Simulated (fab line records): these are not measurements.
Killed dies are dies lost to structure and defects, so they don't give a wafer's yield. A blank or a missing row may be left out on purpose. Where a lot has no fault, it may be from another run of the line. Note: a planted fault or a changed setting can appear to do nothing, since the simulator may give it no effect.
Chamber matching	flow n5Finfet	N5_BEOL_M0_SAQP_ETCH_88 on rieDiel-03 has 4 sister chambers
The step etches underlayer in N2/H2, target depth 6.5 nm, time 5.2 s. 18 wafers are shown with their chamber, then 9 later ones without.

WAFERS PAIRED WITH THEIR CHAMBERS
wafer	chamber	drypumpMotorCurrentA (A)	showerheadPlenumPTorr (Torr)	throttleValvePct (%)
L075.1	1	6.1	2.65	17.86
L075.4	3	5.9	2.65	18.06
L075.6	0	6.8	2.57	18.00
L076.2	1	6.1	2.65	17.88
L076.3	0	6.8	2.57	18.02
L076.4	0	6.7	2.57	18.00
L081.2	0	6.7	2.56	18.01
L081.3	1	6.1	2.65	17.93
L081.4	3	5.9	2.64	18.07
L084.1	0	6.8	2.56	18.03
L084.2	3	5.9	2.64	18.08
L084.4	2	4.9	2.49	17.55
L085.3	2	4.9	2.49	17.52
L085.4	1	6.1	2.64	17.91
L085.5	0	6.8	2.56	18.01
L086.1	2	4.9	2.49	17.55
L086.2	0	6.7	2.56	18.02
L086.4	1	6.1	2.64	17.91

SIGNATURES, as means of the wafers listed above
reading	chamber 0	chamber 1	chamber 2	chamber 3	scatter within a chamber
drypumpMotorCurrentA	6.757	6.100	4.900	5.900	0.035
showerheadPlenumPTorr	2.5643	2.6460	2.4900	2.6433	0.00506
throttleValvePct	18.0129	17.8980	17.5400	18.0700	0.0182
Rule: distance of a wafer from a chamber = root of the sum over the readings of ((wafer's reading minus chamber's mean) / reading's scatter) squared. The wafer belongs to the nearest chamber; if the next one is less than 2 further off, it can't be placed. How the scatter is found: for the shown wafers, subtract from each reading the mean of its chamber, square and add these, divide the total by (wafers less chambers), then take the root.

WAFERS WHOSE CHAMBER IS MISSING
wafer	drypumpMotorCurrentA (A)	showerheadPlenumPTorr (Torr)	throttleValvePct (%)
L092.1	6.7	2.56	18.06
L092.2	5.9	2.63	18.12
L092.5	6.0	2.64	17.89
L093.3	6.0	2.63	18.10
L093.4	6.1	2.64	17.92
L093.6	4.9	2.49	17.58
L097.1	5.9	2.63	18.10
L097.2	4.9	2.48	17.58
L097.5	4.9	2.48	17.55

WHICH CHAMBER EACH WENT THROUGH
wafer	from the rows above	in truth
L092.1	0	0
L092.2	3	3
L092.5	1	1
L093.3	3	3
L093.4	1	1
L093.6	2	2
L097.1	3	3
L097.2	2	2
L097.5	2	2
Correctly placed: 9 of 9. Not placeable from these rows: 0. Placed wrongly: 0.
